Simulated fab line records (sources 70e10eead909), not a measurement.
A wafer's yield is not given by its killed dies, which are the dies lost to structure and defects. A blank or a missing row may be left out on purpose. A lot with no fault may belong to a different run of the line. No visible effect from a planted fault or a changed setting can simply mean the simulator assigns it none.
Which tool was responsible?	flow nandHarc	24 lots, 72 wafers sampled, at 2 steps of a route of 1159

== WHAT THE GAUGES READ, wafer by wafer ==
NHARC_A_SLIT_INSPECT_11. Usual: rawDefectCount reads 20 (standard deviation 8.4).
lot	measured	on	rawDefectCount	flag
L075	day 14 19:52	defectInspect-02	16 19 20	
L077	day 14 20:01	defectInspect-02	21 21 34	
L076	day 14 20:11	defectInspect-02	9 11 15	
L078	day 15 07:58	defectInspect-02	14 14 14	
L074	day 15 07:22	defectInspect-02	11 8 13	
L080	day 15 11:38	defectInspect-01	16 19 17	
L079	day 15 12:17	defectInspect-02	20 26 21	
L081	day 16 03:27	defectInspect-01	11 20 12	
L082	day 16 02:46	defectInspect-01	35 30 16	
L083	day 16 13:38	defectInspect-02	36 23 27	
L084	day 16 21:15	defectInspect-02	29 28 28	
L085	day 16 19:12	defectInspect-02	9 19 5	
L088	day 17 07:44	defectInspect-02	21 9 17	
L087	day 17 07:32	defectInspect-02	30 28 22	
L086	day 17 08:45	defectInspect-01	17 12 7	
L090	day 18 09:08	defectInspect-01	16 18 13	
L089	day 18 11:06	defectInspect-02	29 35 30	
L091	day 18 20:13	defectInspect-01	13 14 14	
L094	day 18 18:11	defectInspect-01	40 29 28	
L092	day 18 20:49	defectInspect-02	21 31 24	
L093	day 18 20:22	defectInspect-02	16 26 16	
L096	day 19 14:38	defectInspect-01	12 21 15	
L095	day 19 14:45	defectInspect-02	14 16 17	
L097	day 20 05:11	defectInspect-01	24 22 22	

== TOOL THAT RAN EACH LOT (tool first, then ch and the chambers of the sampled wafers, then the start) ==
lot	NHARC_A_SGD_CUT_STRIP_17
L075	rieDiel-08 ch 0,2,3, day 14 19:52 or earlier
L077	rieDiel-12 ch 0,1,3, day 14 20:01 or earlier
L076	rieDiel-04 ch 2,3, day 14 20:11 or earlier
L078	rieDiel-08 ch 0,1, day 15 07:58 or earlier
L074	rieDiel-04 ch 0,1,3, day 15 07:22 or earlier
L080	rieDiel-12 ch 0,1,3, day 15 11:38 or earlier
L079	rieDiel-08 ch 1,2,3, day 15 12:17 or earlier
L081	rieDiel-12 ch 0,1, day 16 03:27 or earlier
L082	rieDiel-04 ch 1,2,3, day 16 02:46 or earlier
L083	rieDiel-12 ch 1,2,3, day 16 13:38 or earlier
L084	rieDiel-04 ch 0,1, day 16 21:15 or earlier
L085	rieDiel-08 ch 0,1,3, day 16 19:12 or earlier
L088	rieDiel-04 ch 0,1, day 17 07:44 or earlier
L087	rieDiel-08 ch 0,2, day 17 07:32 or earlier
L086	rieDiel-08 ch 0,2,3, day 17 08:45 or earlier
L090	rieDiel-04 ch 1,2,3, day 18 09:08 or earlier
L089	rieDiel-08 ch 0,3, day 18 11:06 or earlier
L091	rieDiel-04 ch 0,1, day 18 20:13 or earlier
L094	rieDiel-08 ch 1,3, day 18 18:11 or earlier
L092	rieDiel-04 ch 1,3, day 18 20:49 or earlier
L093	rieDiel-12 ch 0,1, day 18 20:22 or earlier
L096	rieDiel-08 ch 0,3, day 19 14:38 or earlier
L095	rieDiel-04 ch 1,3, day 19 14:45 or earlier
L097	rieDiel-04 ch 0,2,3, day 20 05:11 or earlier
- NHARC_A_SGD_CUT_STRIP_17: strips in O2.

== AS READ BY THE TOOLS THEMSELVES (means over the sampled wafers that have a number; for cases with no such wafer, the mark the record gives instead) ==
NHARC_A_SGD_CUT_STRIP_17. Usual: drypumpMotorCurrentA 5.8 A, standard deviation 0.48; mfcArSccm 0.010 sccm, standard deviation 0.013; oesProductAu 0.997 a.u., standard deviation 0.0085; rfVppV 57.5 V, standard deviation 0.78; showerheadPlenumPTorr 3.45 Torr, standard deviation 0.13; throttleValvePct 17.037 %, standard deviation 0.009.
lot	tool	drypumpMotorCurrentA (A)	mfcArSccm (sccm)	oesProductAu (a.u.)	rfVppV (V)	showerheadPlenumPTorr (Torr)	throttleValvePct (%)	flag
L075	rieDiel-08	5.9	0.002	0.994	57.5	3.53	17.028	
L077	rieDiel-12	5.4	0.009	1.001	57.3	3.45	17.030	
L076	rieDiel-04	6.2	0.009	0.992	57.6	3.31	17.038	
L078	rieDiel-08	6.5	0.005	1.000	57.8	3.49	17.041	
L074	rieDiel-04	5.8	0.016	0.992	58.1	3.49	17.044	
L080	rieDiel-12	5.4	0.009	0.998	58.2	3.45	17.039	
L079	rieDiel-08	6.2	0.001	1.002	56.9	3.46	17.034	
L081	rieDiel-12	5.7	0.009	1.001	57.2	3.45	17.046	
L082	rieDiel-04	5.7	0.022	0.998	57.0	3.35	17.024	
L083	rieDiel-12	5.4	0.000	0.993	57.0	3.43	17.040	
L084	rieDiel-04	5.6	0.020	0.993	57.4	3.62	17.035	
L085	rieDiel-08	6.1	0.003	1.007	57.2	3.47	17.042	
L088	rieDiel-04	5.4	0.029	0.992	56.7	3.53	17.041	
L087	rieDiel-08	5.9	0.004	1.003	57.3	3.60	17.038	
L086	rieDiel-08	5.9	0.002	0.996	58.1	3.52	17.031	
L090	rieDiel-04	5.7	0.022	1.005	57.4	3.35	17.041	
L089	rieDiel-08	5.9	0.002	0.995	57.5	3.45	17.038	
L091	rieDiel-04	5.6	0.020	0.991	58.3	3.62	17.039	
L094	rieDiel-08	6.6	0.003	0.994	57.2	3.40	17.045	
L092	rieDiel-04	6.0	0.012	0.998	56.8	3.34	17.038	
L093	rieDiel-12	5.7	0.009	0.996	56.9	3.45	17.042	
L096	rieDiel-08	5.9	0.002	0.991	57.6	3.45	17.043	
L095	rieDiel-04	6.0	0.012	0.996	57.3	3.34	17.038	
L097	rieDiel-04	6.0	0.013	1.005	57.9	3.44	17.034	

== THE ANSWER, worked out from the rows above alone ==
Rule: a lot counts as off when the mean over its wafers that have a number is more than 3 standard deviations away from the usual mean. Also off: a lot with no number at a reading for which 4 or more lots have one. All remaining lots with rows at the step are treated as sound. First the gauges in route order, then the tools' own readings, where a lot's mean is used as printed above. The first step at which some lot is off is used, and at that step the reading that is off furthest; a lot without a number counts as furthest.
Across all readings shown, no lot is off: no conclusion can be drawn from this.

== WHAT THE SIMULATOR HAD PUT IN ==
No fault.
